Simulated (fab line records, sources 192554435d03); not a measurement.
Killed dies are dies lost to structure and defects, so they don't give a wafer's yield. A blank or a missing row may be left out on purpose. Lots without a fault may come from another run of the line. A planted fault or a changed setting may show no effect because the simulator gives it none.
Chamber matching | flow n5_finfet | N5_HKMG_FIN_STRIP_92 on rie_diel-06: 4 sister chambers
The step strips SOC in N2/H2, time 20 s. 18 wafers are shown with their chamber, then 9 later ones without.

WAFERS WITH THEIR CHAMBER
wafer  | chamber | drypump_motor_current_A (A) | throttle_valve_pct (%) | showerhead_plenum_p_Torr (Torr)
L074.1 | 1       | 5.6                         | 19.6                   | 3.36
L074.4 | 2       | 5.3                         | 19.4                   | 3.37
L074.6 | 1       | 5.6                         | 19.6                   | 3.36
L075.1 | 3       | 4.9                         | 19.7                   | 3.19
L075.4 | 1       | 5.6                         | 19.5                   | 3.36
L075.6 | 2       | 5.3                         | 19.4                   | 3.37
L076.2 | 2       | 5.3                         | 19.4                   | 3.36
L076.3 | 3       | 4.9                         | 19.7                   | 3.19
L076.4 | 1       | 5.6                         | 19.6                   | 3.36
L079.3 | 1       | 5.6                         | 19.6                   | 3.35
L079.4 | 0       | 4.8                         | 18.5                   | 3.22
L079.5 | 1       | 5.6                         | 19.6                   | 3.35
L080.2 | 1       | 5.6                         | 19.6                   | 3.35
L080.3 | 3       | 4.9                         | 19.7                   | 3.18
L080.6 | 3       | 4.9                         | 19.8                   | 3.18
L082.1 | 3       | 4.8                         | 19.7                   | 3.18
L082.4 | 0       | 4.8                         | 18.5                   | 3.22
L082.5 | 2       | 5.3                         | 19.4                   | 3.36

SIGNATURES (means of the wafers above)
reading                  | chamber 0 | chamber 1 | chamber 2 | chamber 3 | scatter within a chamber
drypump_motor_current_A  | 4.800     | 5.600     | 5.300     | 4.880     | 0.0239
throttle_valve_pct       | 18.500    | 19.586    | 19.400    | 19.720    | 0.0344
showerhead_plenum_p_Torr | 3.2200    | 3.3557    | 3.3650    | 3.1840    | 0.00529
Rule: a wafer's distance from a chamber is the root of the sum, over the readings, of the square of ((its reading less the chamber's mean) divided by the reading's scatter). The wafer belongs to the nearest chamber; if the next one is less than 2 further off, it can't be placed. The scatter: the root of (the sum of the squares of (reading less its chamber's mean) over the shown wafers, divided by (wafers less chambers)).

WAFERS WITHOUT THEIR CHAMBER
wafer  | drypump_motor_current_A (A) | throttle_valve_pct (%) | showerhead_plenum_p_Torr (Torr)
L084.1 | 4.8                         | 19.8                   | 3.18
L084.2 | 5.3                         | 19.5                   | 3.35
L084.4 | 5.3                         | 19.5                   | 3.35
L090.1 | 4.8                         | 18.5                   | 3.21
L090.4 | 4.9                         | 19.4                   | 3.58
L090.5 | 5.6                         | 19.6                   | 3.34
L091.3 | 4.8                         | 19.4                   | 3.58
L091.4 | 5.6                         | 19.6                   | 3.34
L091.5 | 4.8                         | 18.5                   | 3.21

WHICH CHAMBER EACH WENT THROUGH
wafer  | from the rows above | in truth
L084.1 | 3                   | 3
L084.2 | 2                   | 2
L084.4 | 2                   | 2
L090.1 | 0                   | 0
L090.4 | 2                   | 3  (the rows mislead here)
L090.5 | 1                   | 1
L091.3 | 2                   | 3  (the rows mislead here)
L091.4 | 1                   | 1
L091.5 | 0                   | 0
Placed correctly: 7 of 9. Can't be placed from these rows: 0. Placed wrongly: 2.
